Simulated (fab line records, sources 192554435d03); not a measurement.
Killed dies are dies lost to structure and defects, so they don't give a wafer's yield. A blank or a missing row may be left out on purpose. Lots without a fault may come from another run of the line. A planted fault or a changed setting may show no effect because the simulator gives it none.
A struck lot beside a sound one | flow n5_finfet | 35 steps out of a route of 1938
Sound: wafers L872.1, L872.3, L872.4. Struck: wafers L866.2, L866.4, L866.5. The cause comes at the end.
At each step with rows: each side's tool, then ch and its chambers, then its first start. Under that, the readings that differ: sound wafers | struck wafers | difference of the means | sigmas: that difference in standard deviations of wafers without a fault.
alike: readings whose means differ by less than 2 such deviations, and words and numbers that are the same on both sides. not compared: withheld readings, readings that some wafer has no value for, bounds like >300 that may hide the same value, and numbers for which the record gives no deviation and whose values overlap.
The two part at a step that has a row with sigmas, a row that says differs or no value, or rows on one side only. Numbers that don't overlap but have no deviation are shown without sigmas and don't part them. A reading that every wafer of one side lacks parts them only if that side has two wafers or more.

first, 11 steps without rows for these wafers: N5_BEOL_M10_HM_STRIP_39 (strips TiN in peroxide tin strip, target depth 25 nm, time 158 s); N5_BEOL_M10_SRD_40 (time 30 s); N5_BEOL_M10_PRECLEAN_42 (cleans in residue remover, time 60 s); N5_BEOL_M10_SRD_43 (time 30 s); N5_BEOL_M10_CURE_72 (cures SiCOH lowk, time 120 s); N5_BEOL_M10_DEGAS_44 (time 60 s); N5_BEOL_M10_PRE_CLEAN_45 (time 30 s); N5_BEOL_M10_ALD_74 (deposits TaN, target thk 2 nm, pulse time 2 s, purge time 3 s); N5_BEOL_M10_SURFACE_TREAT_76; N5_BEOL_M10_CVD_75 (deposits Co from CCTBA/H2, target thk 2 nm, time 138.9 s); N5_BEOL_M10_SPUTTER_48 (material Cu, target thk 12 nm, time 2 s).
N5_BEOL_M10_ECD_50: material Cu, target thk 318 nm.
  sound on ecd_cu-02 ch 0,1, day 14 03:07; struck on ecd_cu-01 ch 0, day 12 15:32
then, 22 steps without rows for these wafers: N5_BEOL_M10_ANNEAL_51 (time 90 s); N5_BEOL_M10_CMP_52 (polishes, stops on SiCOH lowk, t overpolish 7 s, target thk 140 nm); N5_BEOL_M10_PRE_CLEAN_55 (time 15 s); N5_BEOL_M10_DEP_56 (deposits SiCN from 3MS/NH3, target thk 15 nm, time 26.5 s); N5_BEOL_M11_ILD_DEP_00 (deposits SiCOH lowk from DEMS/porogen, target thk 308.51 nm, time 58 s); N5_BEOL_M11_CURE_71 (cures SiCOH lowk, time 240 s); N5_BEOL_M11_PECVD_70 (deposits SiO2 from TEOS/O2, target thk 20 nm, time 22.7 s); N5_BEOL_M11_HM_DEP_02 (deposits TiN, target thk 20 nm); N5_BEOL_M11_COAT_59 (time 60 s, resist thk 100 nm); N5_BEOL_M11_COAT_60 (time 60 s, resist thk 30 nm); N5_BEOL_M11_COAT_05 (resist thk 90 nm); N5_BEOL_M11_EBR_07; N5_BEOL_M11_SOFTBAKE_06 (time 60 s); N5_BEOL_M11_EXPOSE_08 (exposes mask M11); N5_BEOL_M11_PEB_09 (peb time 60 s); N5_BEOL_M11_DEVELOP_10 (develop time 30 s); N5_BEOL_M11_DESCUM_16 (chemistry O2, time 7.9 s); N5_BEOL_M11_ETCH_61 (etches SiARC in CF4, target depth 39 nm, time 65 s); N5_BEOL_M11_ETCH_62 (etches SOC in N2/H2, target depth 110 nm, overetch 22 nm, time 165 s); N5_BEOL_M11_STRIP_68 (strips in N2/H2); N5_BEOL_M11_STRIP_67 (strips in CF4); N5_BEOL_M11_HM_OPEN_17 (chemistry Cl2/BCl3, target TiN, target depth 20 nm, overetch 6 nm).
-- the record jumps here: 3 days lie between the struck wafers' starts before and after (it left off in module BEOL_M11 and takes up again in module PASSIVATION, whose first step shown is number 1936 of the route) --
N5_PASSIVATION_PROBE_49:
  the record has rows for the struck wafers here (prober-02, day 15 06:16) and none for the sound ones

WHERE THEY PART
Only at N5_PASSIVATION_PROBE_49, within this record.

WHY: what the simulator had put in
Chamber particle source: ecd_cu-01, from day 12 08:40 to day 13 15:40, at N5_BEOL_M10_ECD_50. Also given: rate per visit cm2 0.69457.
